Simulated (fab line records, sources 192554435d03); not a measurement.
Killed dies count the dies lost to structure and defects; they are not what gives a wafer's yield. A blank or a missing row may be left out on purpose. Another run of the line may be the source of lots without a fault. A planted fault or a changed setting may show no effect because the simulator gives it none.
Which tool was responsible? + flow n5Finfet + 24 wafers from 8 lots sampled at 5 of the route's 1938 steps

## WHAT THE GAUGES SHOWED, per wafer
N5_FIN_SAQP_INSPECT_40: inspects for defects (brightfield).
| lot  | measured    | on               | rawDefectCount |
|------|-------------|------------------|----------------|
| L816 | day 2 14:55 | defectInspect-01 | 122 247 226    |
| L818 | day 3 05:14 | defectInspect-01 | 247 191 216    |
| L823 | day 4 09:10 | defectInspect-02 | 814 788 817    |
| L828 | day 5 15:31 | defectInspect-01 | 610 710 681    |
| L829 | day 5 21:44 | defectInspect-01 | 153 215 139    |
| L833 | day 6 20:27 | defectInspect-01 | 167 227 137    |
| L835 | day 7 09:16 | defectInspect-02 | 186 296 330    |
| L836 | day 7 14:20 | defectInspect-01 | 186 218 240    |

## TOOL THAT RAN EACH LOT (tool first, then ch and the chambers of the sampled wafers, then the start)
| lot  | N5_FIN_SAQP_ETCH_57              | N5_FIN_SAQP_RECESS_63            | N5_FIN_SAQP_ETCH_67              | N5_FIN_SAQP_STRIP_70             |
|------|----------------------------------|----------------------------------|----------------------------------|----------------------------------|
| L816 | rieDiel-01 ch 0,1,2, day 2 12:44 | vaporEtch-01 ch 1, day 2 12:58   | rieDiel-03 ch 0,1,2, day 2 13:29 | rieDiel-03 ch 0,1,2, day 2 13:31 |
| L818 | rieDiel-01 ch 2,3, day 3 02:49   | vaporEtch-01 ch 0, day 3 03:02   | rieDiel-01 ch 0,1,2, day 3 03:32 | rieDiel-01 ch 0,1,2, day 3 03:35 |
| L823 | rieDiel-01 ch 0,1, day 4 06:57   | vaporEtch-02 ch 0,1, day 4 07:10 | rieDiel-06 ch 0,3, day 4 07:43   | rieDiel-06 ch 0,3, day 4 07:46   |
| L828 | rieDiel-01 ch 0,1,2, day 5 13:25 | vaporEtch-02 ch 0,1, day 5 13:38 | rieDiel-06 ch 0,1,3, day 5 14:08 | rieDiel-06 ch 0,1,3, day 5 14:11 |
| L829 | rieDiel-06 ch 1,2,3, day 5 19:10 | vaporEtch-01 ch 0,1, day 5 19:23 | rieDiel-01 ch 1,2,3, day 5 19:55 | rieDiel-01 ch 1,2,3, day 5 19:58 |
| L833 | rieDiel-06 ch 1,2, day 6 18:20   | vaporEtch-02 ch 0,1, day 6 18:35 | rieDiel-06 ch 1,2,3, day 6 19:06 | rieDiel-06 ch 1,2,3, day 6 19:08 |
| L835 | rieDiel-06 ch 0,1,2, day 7 06:46 | vaporEtch-02 ch 0,1, day 7 06:59 | rieDiel-06 ch 0,2,3, day 7 07:52 | rieDiel-06 ch 0,2,3, day 7 07:55 |
| L836 | rieDiel-03 ch 0,2, day 7 12:14   | vaporEtch-02 ch 0,1, day 7 12:28 | rieDiel-01 ch 0,2,3, day 7 12:58 | rieDiel-01 ch 0,2,3, day 7 13:01 |
- N5_FIN_SAQP_ETCH_57: etches SiNx in CH3F/O2, target depth 32.5 nm, time 46.4 s.
- N5_FIN_SAQP_RECESS_63: chemistry HF/NH3, target SiO2, target depth 18 nm, afs cycles 3, sublimation time 60 s.
- N5_FIN_SAQP_ETCH_67: etches SiNx in CH3F/O2, target depth 30 nm.
- N5_FIN_SAQP_STRIP_70: strips in N2/H2.

## THE ANSWER, worked out from the rows above alone
Rule: the usual values come from the lots themselves. Put in order of their means at a reading, lots are off if they are a third of the lots or fewer, leave a main group of 4 or more, and stand apart from it by a gap of 3 or more times the standard deviation of the main group's means; of several such gaps the widest counts. A main group whose means are all the same, to the digits that the tables above print for the reading, isn't used. A lot without any number at a reading at which 4 lots or more have one is off too. All remaining lots with rows at the step are treated as sound.
Off at N5_FIN_SAQP_INSPECT_40 (rawDefectCount): L823, L828. The main group has a mean of 208 with a standard deviation of 33.
A tool fits if, at a process step before that reading, it ran every lot that is off, and no sound lot after the first of them. Those tools and the gauges at N5_FIN_SAQP_INSPECT_40 are tried in the same way. One candidate fits, namely rieDiel-01 at N5_FIN_SAQP_ETCH_57. Its last sound lot is L818 (day 3 02:49), its first lot that is off L823 (day 4 06:57): a fault that began between those two fits.

## WHAT THE SIMULATOR PUT IN
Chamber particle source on rieDiel-01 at N5_FIN_SAQP_ETCH_57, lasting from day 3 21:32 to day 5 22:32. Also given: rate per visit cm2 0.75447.
Lots struck among those shown: L823, L828. This agrees with what the rule above found.
